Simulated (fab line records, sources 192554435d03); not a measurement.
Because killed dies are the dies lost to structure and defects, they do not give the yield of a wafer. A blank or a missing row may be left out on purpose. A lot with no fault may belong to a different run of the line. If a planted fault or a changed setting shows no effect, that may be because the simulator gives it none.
Matching of chambers + flow n5 finfet + 4 sister chambers for N5_BEOL_M6_ETCH_72 on rie diel-01
The step etches underlayer in N2/H2, target depth 6.5 nm, time 5.2 s. 20 wafers are shown with their chamber, then 10 later ones without.

EACH WAFER AND ITS CHAMBER
| wafer  | chamber | showerhead plenum p Torr (Torr) | throttle valve pct (%) | oes product au (a.u.) |
|--------|---------|---------------------------------|------------------------|-----------------------|
| L075.1 | 0       | 2.53                            | 17.8                   | 0.61                  |
| L075.2 | 2       | 2.59                            | 17.7                   | 0.80                  |
| L075.4 | 3       | 2.46                            | 17.6                   | 0.76                  |
| L077.2 | 2       | 2.59                            | 17.7                   | 0.79                  |
| L077.3 | 1       | 2.44                            | 18.4                   | 0.61                  |
| L077.4 | 3       | 2.46                            | 17.6                   | 0.75                  |
| L076.1 | 0       | 2.53                            | 17.8                   | 0.61                  |
| L076.3 | 1       | 2.44                            | 18.5                   | 0.62                  |
| L076.5 | 3       | 2.46                            | 17.7                   | 0.75                  |
| L081.1 | 0       | 2.53                            | 17.8                   | 0.60                  |
| L081.5 | 3       | 2.46                            | 17.7                   | 0.73                  |
| L081.6 | 0       | 2.53                            | 17.8                   | 0.60                  |
| L083.2 | 0       | 2.52                            | 17.8                   | 0.60                  |
| L083.4 | 2       | 2.59                            | 17.7                   | 0.76                  |
| L083.6 | 2       | 2.59                            | 17.7                   | 0.76                  |
| L085.2 | 2       | 2.58                            | 17.7                   | 0.75                  |
| L085.3 | 1       | 2.43                            | 18.5                   | 0.60                  |
| L085.6 | 0       | 2.52                            | 17.9                   | 0.60                  |
| L092.1 | 0       | 2.51                            | 17.9                   | 0.58                  |
| L092.2 | 3       | 2.45                            | 17.7                   | 0.72                  |

SIGNATURES (averages over the wafers above)
| reading                  | chamber 0 | chamber 1 | chamber 2 | chamber 3 | scatter within a chamber |
|--------------------------|-----------|-----------|-----------|-----------|--------------------------|
| showerhead plenum p Torr | 2.5243    | 2.4367    | 2.5880    | 2.4580    | 0.00611                  |
| throttle valve pct       | 17.829    | 18.467    | 17.700    | 17.660    | 0.0454                   |
| oes product au           | 0.6000    | 0.6100    | 0.7720    | 0.7420    | 0.0153                   |
Rule: distance of a wafer from a chamber = root of the sum over the readings of ((wafer's reading minus chamber's mean) / reading's scatter) squared. The wafer belongs to the nearest chamber; if the next one is less than 2 further off, it can't be placed. The scatter: take each reading less its chamber's mean, square it, sum over the shown wafers, divide by the number of wafers less the number of chambers, and take the root.

WAFERS WHOSE CHAMBER IS MISSING
| wafer  | showerhead plenum p Torr (Torr) | throttle valve pct (%) | oes product au (a.u.) |
|--------|---------------------------------|------------------------|-----------------------|
| L092.5 | 2.43                            | 18.5                   | 0.59                  |
| L091.1 | 2.45                            | 17.7                   | 0.73                  |
| L091.4 | 2.51                            | 17.9                   | 0.58                  |
| L091.5 | 2.58                            | 17.7                   | 0.73                  |
| L094.2 | 2.57                            | 17.7                   | 0.72                  |
| L094.3 | 2.44                            | 17.7                   | 0.71                  |
| L094.6 | 2.42                            | 18.5                   | 0.59                  |
| L096.1 | 2.42                            | 18.5                   | 0.60                  |
| L096.4 | 2.44                            | 17.7                   | 0.71                  |
| L096.5 | 2.57                            | 17.7                   | 0.73                  |

EACH ONE'S CHAMBER
| wafer  | from the rows above | in truth |
|--------|---------------------|----------|
| L092.5 | 1                   | 1        |
| L091.1 | 3                   | 3        |
| L091.4 | 0                   | 0        |
| L091.5 | 2                   | 2        |
| L094.2 | 2                   | 2        |
| L094.3 | 3                   | 3        |
| L094.6 | 1                   | 1        |
| L096.1 | 1                   | 1        |
| L096.4 | 3                   | 3        |
| L096.5 | 2                   | 2        |
10 of 10 placed correctly. Number that these rows cannot place: 0. Placed wrongly: 0.
